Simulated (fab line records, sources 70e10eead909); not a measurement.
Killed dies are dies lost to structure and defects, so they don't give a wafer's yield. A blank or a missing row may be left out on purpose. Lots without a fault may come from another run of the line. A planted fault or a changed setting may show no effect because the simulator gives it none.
A struck lot beside a sound one | flow nand_harc | 38 steps out of a route of 1302
Sound: wafers L136.2, L136.4, L136.6. Struck: wafers L124.3, L124.5. (L124.4 of the same lot was not struck and is left out.) The cause comes at the end.
At each step with rows: each side's tool, then ch and its chambers, then its first start. Under that, the readings that differ: sound wafers | struck wafers | difference of the means | sigmas: that difference in standard deviations of wafers without a fault.
alike: readings whose means differ by less than 2 such deviations, and words and numbers that are the same on both sides. not compared: withheld readings, readings that some wafer has no value for, bounds like >300 that may hide the same value, and numbers for which the record gives no deviation and whose values overlap.
The two part at a step that has a row with sigmas, a row that says differs or no value, or rows on one side only. Numbers that don't overlap but have no deviation are shown without sigmas and don't part them. A reading that every wafer of one side lacks parts them only if that side has two wafers or more.

first, 8 steps without rows for these wafers: NHARC_A_CHANNEL_HOLE_D2_PEB_08 (peb time 65 s); NHARC_A_CHANNEL_HOLE_D2_DEVELOP_09 (develop time 35 s); NHARC_A_CHANNEL_HOLE_D2_DESCUM_15 (chemistry O2, time 3 s); NHARC_A_CHANNEL_HOLE_D2_ETCH_38 (etches the open film in CF4, target depth 39 nm, time 65 s); NHARC_A_CHANNEL_HOLE_D2_ETCH_39 (etches the open film in N2/H2, target depth 260 nm, time 325 s); NHARC_A_CHANNEL_HOLE_D2_ETCH_34 (etches the open film in CF4/CHF3, target depth 154 nm, time 77 s); NHARC_A_CHANNEL_HOLE_D2_ETCH_16 (etches the open film in O2/COS, target depth 3100 nm, time 806 s); NHARC_A_CHANNEL_HOLE_D2_ETCH_19 (etches the open film in C4F8/O2/Ar, time 34.5 s).
NHARC_A_CHANNEL_HOLE_D2_ETCH_20: etches the open film in C4F8/O2/Ar, time 361.9 s, target depth 1600 nm.
  sound on har_etch-02 ch 0,1, day 22 10:08; struck on har_etch-01 ch 0, day 17 15:52
  alike: drypump_motor_current_A, showerhead_plenum_p_Torr, throttle_valve_pct
  not compared: rf_hours_counter_h
then, 14 steps without rows for these wafers: NHARC_A_CHANNEL_HOLE_D2_ETCH_21 (etches the open film in C4F8/O2/Ar, time 514.3 s, target depth 1600 nm); NHARC_A_CHANNEL_HOLE_D2_ETCH_22 (etches the open film in C4F8/O2/Ar, time 666.7 s, target depth 1600 nm); NHARC_A_CHANNEL_HOLE_D2_ETCH_23 (etches the open film in C4F8/O2/Ar, time 819 s, target depth 1600 nm); NHARC_A_CHANNEL_HOLE_D2_ETCH_24 (etches the open film in C4F8/O2/Ar, time 906.2 s, target depth 1500 nm); NHARC_A_CHANNEL_HOLE_D2_ETCH_25 (etches the open film in C4F8/O2/Ar, time 1040.2 s, target depth 1500 nm); NHARC_A_CHANNEL_HOLE_D2_ETCH_26 (etches the open film in C4F8/O2/Ar, time 224.1 s, target depth 300 nm); NHARC_A_CHANNEL_HOLE_D2_ETCH_27 (etches the open film in C4F8/O2/Ar, time 90 s, target depth 400 nm); NHARC_A_CHANNEL_HOLE_D2_STRIP_41 (strips in N2/H2); NHARC_A_CHANNEL_HOLE_D2_STRIP_42 (strips in CF4/CHF3); NHARC_A_CHANNEL_HOLE_D2_STRIP_43 (strips in O2/COS); NHARC_A_CHANNEL_HOLE_D2_ETCH_44 (etches the open film in CF4/O2, target depth 140 nm, overetch 14 nm, time 77 s); NHARC_A_CHANNEL_HOLE_D2_STRIP_28 (strips in O2); NHARC_A_CHANNEL_HOLE_D2_PRECLEAN_29 (cleans in SC1); NHARC_A_CHANNEL_HOLE_D2_SRD_30.
NHARC_A_CHANNEL_HOLE_D2_XSEM_32:
  sound on xsem-01 ch 0, day 22 15:40; struck on xsem-01 ch 0, day 17 21:16
  reading     | sound          | struck      | difference | sigmas
  bow_nm (nm) | 8.36 8.37 8.41 | 24.03 24.11 | +15.69     | +65
  alike: bot_cd_nm, tilt_deg
then, 12 steps without rows for these wafers: NHARC_A_CHANNEL_FILL_D2_PRECLEAN_00 (cleans in SC1); NHARC_A_CHANNEL_FILL_D2_SRD_01; NHARC_A_CHANNEL_FILL_D2_ALD_02 (deposits SiO2, target thk 6 nm, pulse time 10 s, ald cycles 60); NHARC_A_CHANNEL_FILL_D2_ALD_03 (deposits SiNx, target thk 6 nm, pulse time 60 s, ald cycles 58); NHARC_A_CHANNEL_FILL_D2_ALD_14 (deposits SiO2, target thk 2.5 nm, pulse time 10 s, ald cycles 25); NHARC_A_CHANNEL_FILL_D2_ALD_15 (deposits SiNx, target thk 2 nm, pulse time 60 s, ald cycles 19); NHARC_A_CHANNEL_FILL_D2_ALD_16 (deposits SiO2, target thk 1.5 nm, pulse time 10 s, ald cycles 15); NHARC_A_CHANNEL_FILL_D2_ANNEAL_17 (time 1800 s); NHARC_A_CHANNEL_FILL_D2_CVD_18 (deposits poly-Si, target thk 3 nm); NHARC_A_CHANNEL_FILL_D2_ETCHBACK_19 (etches the open film in HBr/Cl2, target depth 5 nm, time 1.7 s); NHARC_A_CHANNEL_FILL_D2_ETCHBACK_20 (etches the open film in C4F8/O2/Ar, target depth 27 nm, time 13.5 s); NHARC_A_CHANNEL_FILL_D2_STRIP_28 (strips in O2, time 20 s).
-- the record jumps here: 11 days lie between the struck wafers' starts before and after (it left off in module A_CHANNEL_FILL_D2 and takes up again in module END, whose first step shown is number 1301 of the route) --
NHARC_END_WLT_00:
  sound on prober-01, day 33 20:57; struck on prober-01, day 28 21:29
  reading                           | sound             | struck      | difference | sigmas
  VT_DECK2_MEDIAN_NEAR_BOTTOM       | 0.869 0.873 0.871 | 0.890 0.891 | +0.020     | +3
  VT_DECK2_MEDIAN_NEAR_BOTTOM_INNER | 0.866 0.875 0.861 | 0.897 0.897 | +0.030     | +4
  VT_DECK2_MIDDLE                   | 0.886 0.885 0.885 | 0.872 0.866 | -0.016     | -2
  VT_DECK2_MIDDLE_INNER             | 0.882 0.883 0.887 | 0.870 0.869 | -0.015     | -2
  VT_DECK2_TOP_INNER                | 0.897 0.898 0.902 | 0.883 0.882 | -0.016     | -2
  alike: VT_DECK1_BOTTOM, VT_DECK1_BOTTOM_INNER, VT_DECK1_MEDIAN_NEAR_BOTTOM, VT_DECK1_MEDIAN_NEAR_BOTTOM_INNER, VT_DECK1_MIDDLE, VT_DECK1_MIDDLE_INNER, VT_DECK1_TOP, VT_DECK1_TOP_INNER, VT_DECK2_BOTTOM, VT_DECK2_BOTTOM_INNER, VT_DECK2_TOP
NHARC_END_SORT_01:
  the record has rows for the sound wafers here (prober-01 ch 0, day 34 00:17) and none for the struck ones

WHERE THEY PART
First at NHARC_A_CHANNEL_HOLE_D2_XSEM_32; last, within this record, at NHARC_END_SORT_01.

WHY: what the simulator had put in
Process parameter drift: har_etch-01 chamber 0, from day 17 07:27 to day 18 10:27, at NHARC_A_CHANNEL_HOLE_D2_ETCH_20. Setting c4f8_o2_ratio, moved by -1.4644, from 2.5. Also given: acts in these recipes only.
